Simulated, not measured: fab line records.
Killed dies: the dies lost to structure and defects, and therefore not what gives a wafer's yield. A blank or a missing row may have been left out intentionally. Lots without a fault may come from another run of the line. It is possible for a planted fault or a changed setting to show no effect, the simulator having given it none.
Split-lot trial    flow n5-finfet    39 wafers read across 7 lots, on a route 1938 steps long

ABOUT THE SPLIT
At N5_SD_EPI_P_ETCH_16 (etches SiO2 in CHF3/O2, target depth 5 nm), the setting target-depth-a was moved away from the recipe's 50 angstrom on 15 of the 39 wafers read, by -50.8% to +46.2%. The other wafers ran this setting at the recipe's value.

The split's own step is where the reading is taken.

THE READING
SiARC_of_SD_EPI_P_COAT_35.thk-nm (the simulator's own value, which no gauge read), in nm, at N5_SD_EPI_P_ETCH_16 (etches SiO2 in CHF3/O2, target depth 5 nm). The file does not state a usual value for it. Here, 24 wafers ran the recipe; their average is 11.7 nm with a standard deviation of 0.41 nm.

wafer   tool, chamber at the split  target-depth-a as run, angstrom  against the recipe  SiARC_of_SD_EPI_P_COAT_35.thk-nm, nm  against lot-mates on the recipe
L074.1  rie-diel-01, 2              50                               recipe              12                                    -
L074.2  rie-diel-01, 1              73.09                            +46.2%              9.8                                   -1.9
L074.3  rie-diel-01, 3              50                               recipe              11.4                                  -
L074.4  rie-diel-01, 0              73.09                            +46.2%              9.4                                   -2.3
L074.5  rie-diel-01, 1              73.09                            +46.2%              9.8                                   -1.9
L074.6  rie-diel-01, 2              50                               recipe              11.8                                  -
L075.1  rie-diel-06, 0              28.11                            -43.8%              12.6                                  +1.1
L075.2  rie-diel-06, 1              50                               recipe              12                                    -
L075.3  rie-diel-06, 3              28.11                            -43.8%              13.2                                  +1.7
L075.4  rie-diel-06, 2              50                               recipe              11.4                                  -
L075.5  rie-diel-06, 2              50                               recipe              11.2                                  -
L075.6  rie-diel-06, 3              28.11                            -43.8%              13.4                                  +1.9
L076.1  rie-diel-06, 0              50                               recipe              10.8                                  -
L076.2  rie-diel-06, 3              24.62                            -50.8%              13.6                                  +2.5
L076.3  rie-diel-06, 2              50                               recipe              11.4                                  -
L076.4  rie-diel-06, 1              24.62                            -50.8%              13.8                                  +2.7
L076.5  rie-diel-06, 1              24.62                            -50.8%              13.6                                  +2.5
L076.6  rie-diel-06, 2              50                               recipe              11.2                                  -
L079.1  rie-diel-03, 3              50                               recipe              12.2                                  -
L079.2  rie-diel-03, 2              50                               recipe              12                                    -
L079.3  rie-diel-03, 0              64.3                             +28.6%              11.2                                  -0.9
L079.4  rie-diel-03, 1              50                               recipe              12                                    -
L079.5  rie-diel-03, 1              64.3                             +28.6%              10.8                                  -1.3
L079.6  rie-diel-03, 2              64.3                             +28.6%              11                                    -1.1
L086.1  rie-diel-03, 1              50                               recipe              11.8                                  -
L086.2  rie-diel-03, 2              50                               recipe              12                                    -
L086.3  rie-diel-03, 3              50                               recipe              12                                    -
L086.4  rie-diel-03, 1              50                               recipe              12                                    -
L086.5  rie-diel-03, 3              50                               recipe              12.2                                  -
L086.6  rie-diel-03, 2              50                               recipe              11.8                                  -
L092.1  rie-diel-03, 1              50                               recipe              11.6                                  -
L092.5  rie-diel-03, 1              50                               recipe              11.6                                  -
L092.6  rie-diel-03, 0              50                               recipe              12                                    -
L097.1  rie-diel-06, 2              30.07                            -39.9%              12.8                                  +1.6
L097.2  rie-diel-06, 1              50                               recipe              10.6                                  -
L097.3  rie-diel-06, 3              30.07                            -39.9%              13.2                                  +2.0
L097.4  rie-diel-06, 0              30.07                            -39.9%              12.2                                  +1.0
L097.5  rie-diel-06, 2              50                               recipe              11.4                                  -
L097.6  rie-diel-06, 3              50                               recipe              11.6                                  -

THE FIT
A straight line over all 39 wafers: SiARC_of_SD_EPI_P_COAT_35.thk-nm changes by -0.0352 nm for each +1% of target-depth-a; r = -0.91; the points scatter about the line by 0.42 nm.
The same after taking each lot's own level away (the mean of its wafers on the recipe; 39 wafers): -0.0424 nm for each +1%; r = -0.96; scatter 0.31 nm.
The reading moves by 2.2 nm for the largest change in target-depth-a, on that fit.
Across the lots, their own levels run from 11.13 to 12.07 nm, a range of 2.2 times the standard deviation given above.
So the lot-to-lot level changes the slope: the two fits differ.
Check: for one of the wafers moved furthest among these (-50.8%), held out of the fit, the line's prediction against its lot-mates is +2.11 nm. Against them it came out at +2.47 nm.

FURTHER SPLITS ON THESE WAFERS
Note: prior to the reading, these wafers also went through further splits. Each is held against what the fit with the lots' levels taken away leaves over:
other split on the same wafers  wafers away from the commonest value  r with SiARC_of_SD_EPI_P_COAT_35.thk-nm (lot level and that fit taken away)
N5_FIN_SAQP_PECVD_06 time-s     18                                    -0.32

THE WHOLE CHAIN: every reading that the file lists as answering this split, in the file's order
step                 what it does                               reading                                                                            change (the file's fit)                 r (the file's)
N5_SD_EPI_P_ETCH_16  etches SiO2 in CHF3/O2, target depth 5 nm  etch.depth-nm (the simulator's own value, which no gauge read)                     +0.0505 nm for each +1% of the setting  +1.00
N5_SD_EPI_P_ETCH_16  etches SiO2 in CHF3/O2, target depth 5 nm  SiARC_of_SD_EPI_P_COAT_35.thk-nm (the simulator's own value, which no gauge read)  -0.0424 nm for each +1% of the setting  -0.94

FILE'S OWN FIT
SiARC_of_SD_EPI_P_COAT_35.thk-nm changes by -0.0424 nm for each +1% of target-depth-a, r = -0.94.
